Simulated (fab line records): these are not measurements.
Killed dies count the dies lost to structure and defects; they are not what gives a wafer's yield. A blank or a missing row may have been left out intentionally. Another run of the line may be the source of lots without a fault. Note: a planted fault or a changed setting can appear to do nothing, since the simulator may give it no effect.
Problem report, 8D (eight disciplines) form, completed by code    flow n5 finfet    the parts of the form that need people (team, actions taken, sign-off) are left out

## 1. PROBLEM STATEMENT
Mean of run length s at N5_BEOL_M2_CO_CAP_55: 70.0 s across 4 wafers in 3 lots; on wafers with no fault it is 124.7 s (standard deviation 0.45). That is -99 or more standard deviations from the usual mean.
The step: material Co, precursor CCTBA/H2, target thk 2 nm, time 102.1 s.
First seen on wafer L727.1, day 8 13:19, on cvd co-02. Wafers with a number at this step in the record: 32, from 11 lots. By rule, "out" or "out of limits" means more than 4 standard deviations away from the usual mean. The rest of the wafers with a number are treated as sound.

## 2. WHAT IT IS, WHAT IT ISN'T
question                     is                              is not
which readings at this step  run length s                    heater power w
which lots                   L727, L728, L733                L722, L723, L725, L726, L737, L741, L743, L744
which wafers of those lots   L727.1, L727.3, L728.1, L733.3  L727.6, L728.2, L728.5, L733.5
read on which tools          cvd co-02                       cvd co-01
when                         from day 8 13:19                up to then (13 sound wafers); but 15 sound wafers of L728, L733, L737, L741, L743, L744 came after

## 3. WHAT RULES OUT EACH SUSPECT
Counting: if a tool at a process step up to the reading ran every lot that is out, it stays a suspect. Sound lots after the first of them don't rule it out here, since some wafers of a struck lot are sound.
- ald metal-04 at N5_BEOL_M2_ALD_84 (deposits TaN, pulse time 2 s, purge time 3 s, co reactant purge time 2 s): kept. Every lot that is out went through it, the first being L727 (day 8 09:58); the last sound lot it ran before that was L725 (day 7 13:56).
- cvd co-02 at N5_BEOL_M2_PRE_CLEAN_60 (time 15 s): kept. Every lot that is out went through it, the first being L727 (day 8 13:16); the last sound lot it ran before that was L726 (day 8 06:25).
- cvd co-02 at N5_BEOL_M2_CO_CAP_55 (material Co, precursor CCTBA/H2, target thk 2 nm, time 102.1 s): kept. Every lot that is out went through it, the first being L727 (day 8 13:19); the last sound lot it ran before that was L726 (day 8 06:28). On those wafers its own readings are out: run length s.
The count leaves ald metal-04 at N5_BEOL_M2_ALD_84, cvd co-02 at N5_BEOL_M2_PRE_CLEAN_60, and cvd co-02 at N5_BEOL_M2_CO_CAP_55.

## 4. THE CAUSE (what the simulator had put in)
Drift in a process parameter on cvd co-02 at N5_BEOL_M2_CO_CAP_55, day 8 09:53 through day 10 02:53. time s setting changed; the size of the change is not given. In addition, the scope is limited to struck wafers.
Counting left 3 suspects, and this tool is among them.

## 5. THE EFFECT CHAIN, in route order
Each row: a reading whose mean over the struck wafers that have a number lies more than 3 standard deviations from the usual. Only readings whose record carries a usual standard deviation are examined. hours: median over the lots of the time between each lot's start at the first step of this table that gives one and its start at this step. sigmas: the change, counted in usual standard deviations.
hours  step                  reading       usual    on struck wafers  change  sigmas
0      N5_BEOL_M2_CO_CAP_55  run length s  124.7 s  70.0              -54.7   -99 or more
Process steps it contains:
- N5_BEOL_M2_CO_CAP_55: material Co, precursor CCTBA/H2, target thk 2 nm, time 102.1 s.
Later measuring or inspecting steps at which every struck wafer that the step has a row for has a number for every such reading, and none has moved that far: N5_BEOL_M4_RC_MEAS_101.

## 6. WHAT WOULD HAVE CAUGHT IT SOONER
First out-of-limits reading in this record: day 8 13:19, which is 3 hours after fault onset at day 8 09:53.
